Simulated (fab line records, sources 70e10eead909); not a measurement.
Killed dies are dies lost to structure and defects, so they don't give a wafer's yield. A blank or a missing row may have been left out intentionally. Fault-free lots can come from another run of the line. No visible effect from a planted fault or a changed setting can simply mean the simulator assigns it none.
Chamber matching :: flow nand_harc :: NHARC_A_DECK1_JOINT_ETCHBACK_00 on rie_si-05 has 4 sister chambers
The step etches the open film in HBr, target depth 30 nm, time 17.4 s. 15 wafers are shown with their chamber, then 7 later ones without.

== EACH WAFER AND ITS CHAMBER ==
wafer: L299.3
chamber: 3
drypump_motor_current_A (A): 6.1
oes_product_au (a.u.): 0.993
throttle_valve_pct (%): 23.271

wafer: L299.4
chamber: 1
drypump_motor_current_A (A): 5.0
oes_product_au (a.u.): 0.995
throttle_valve_pct (%): 23.277

wafer: L299.5
chamber: 0
drypump_motor_current_A (A): 6.3
oes_product_au (a.u.): 1.003
throttle_valve_pct (%): 23.276

wafer: L301.1
chamber: 1
drypump_motor_current_A (A): 4.9
oes_product_au (a.u.): 0.985
throttle_valve_pct (%): 23.264

wafer: L301.3
chamber: 0
drypump_motor_current_A (A): 6.3
oes_product_au (a.u.): 0.991
throttle_valve_pct (%): 23.276

wafer: L301.4
chamber: 2
drypump_motor_current_A (A): 6.3
oes_product_au (a.u.): 1.012
throttle_valve_pct (%): 23.262

wafer: L307.1
chamber: 3
drypump_motor_current_A (A): 6.2
oes_product_au (a.u.): 1.009
throttle_valve_pct (%): 23.269

wafer: L307.3
chamber: 2
drypump_motor_current_A (A): 6.3
oes_product_au (a.u.): 0.993
throttle_valve_pct (%): 23.275

wafer: L307.4
chamber: 1
drypump_motor_current_A (A): 5.0
oes_product_au (a.u.): 0.975
throttle_valve_pct (%): 23.268

wafer: L308.2
chamber: 0
drypump_motor_current_A (A): 6.4
oes_product_au (a.u.): 1.004
throttle_valve_pct (%): 23.267

wafer: L308.4
chamber: 1
drypump_motor_current_A (A): 5.0
oes_product_au (a.u.): 0.965
throttle_valve_pct (%): 23.262

wafer: L308.5
chamber: 0
drypump_motor_current_A (A): 6.3
oes_product_au (a.u.): 1.017
throttle_valve_pct (%): 23.258

wafer: L310.3
chamber: 3
drypump_motor_current_A (A): 6.1
oes_product_au (a.u.): 1.007
throttle_valve_pct (%): 23.273

wafer: L310.6
chamber: 3
drypump_motor_current_A (A): 6.1
oes_product_au (a.u.): 0.996
throttle_valve_pct (%): 23.257

wafer: L311.1
chamber: 3
drypump_motor_current_A (A): 6.1
oes_product_au (a.u.): 1.014
throttle_valve_pct (%): 23.260

SIGNATURES, as means of the wafers listed above
reading: drypump_motor_current_A
chamber 0: 6.325
chamber 1: 4.975
chamber 2: 6.300
chamber 3: 6.120
scatter within a chamber: 0.0457

reading: oes_product_au
chamber 0: 1.00375
chamber 1: 0.98000
chamber 2: 1.00250
chamber 3: 1.00380
scatter within a chamber: 0.011

reading: throttle_valve_pct
chamber 0: 23.26925
chamber 1: 23.26775
chamber 2: 23.26850
chamber 3: 23.26600
scatter within a chamber: 0.00763
Rule: for each reading, subtract the chamber's mean from the wafer's reading, divide by that reading's scatter and square the result; add these up over the readings and take the root, which gives the wafer's distance from the chamber. If the next closest chamber is less than 2 further off than the closest, the wafer can't be placed; otherwise it belongs to the closest. How the scatter is found: for the shown wafers, subtract from each reading the mean of its chamber, square and add these, divide the total by (wafers less chambers), then take the root.

== WAFERS WHOSE CHAMBER IS MISSING ==
wafer: L311.6
drypump_motor_current_A (A): 6.3
oes_product_au (a.u.): 0.996
throttle_valve_pct (%): 23.264

wafer: L319.1
drypump_motor_current_A (A): 6.3
oes_product_au (a.u.): 1.011
throttle_valve_pct (%): 23.268

wafer: L319.4
drypump_motor_current_A (A): 5.0
oes_product_au (a.u.): 0.986
throttle_valve_pct (%): 23.265

wafer: L319.6
drypump_motor_current_A (A): 6.2
oes_product_au (a.u.): 0.992
throttle_valve_pct (%): 23.272

wafer: L322.1
drypump_motor_current_A (A): 6.3
oes_product_au (a.u.): 0.978
throttle_valve_pct (%): 23.257

wafer: L322.4
drypump_motor_current_A (A): 6.2
oes_product_au (a.u.): 1.001
throttle_valve_pct (%): 23.266

wafer: L322.6
drypump_motor_current_A (A): 6.2
oes_product_au (a.u.): 0.989
throttle_valve_pct (%): 23.263

== WHICH CHAMBER EACH ONE RAN IN ==
wafer: L311.6
from the rows above: can't be placed: 2 or 0
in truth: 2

wafer: L319.1
from the rows above: can't be placed: 2 or 0
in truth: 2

wafer: L319.4
from the rows above: 1
in truth: 1

wafer: L319.6
from the rows above: can't be placed: 3 or 2 or 0
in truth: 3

wafer: L322.1
from the rows above: can't be placed: 2 or 0
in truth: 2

wafer: L322.4
from the rows above: can't be placed: 3 or 2 or 0
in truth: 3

wafer: L322.6
from the rows above: can't be placed: 3 or 2 or 0
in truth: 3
Placed correctly: 1 of 7. From these rows, 6 cannot be placed; in 6 the true chamber is one of the candidates. Wrongly placed: 0.
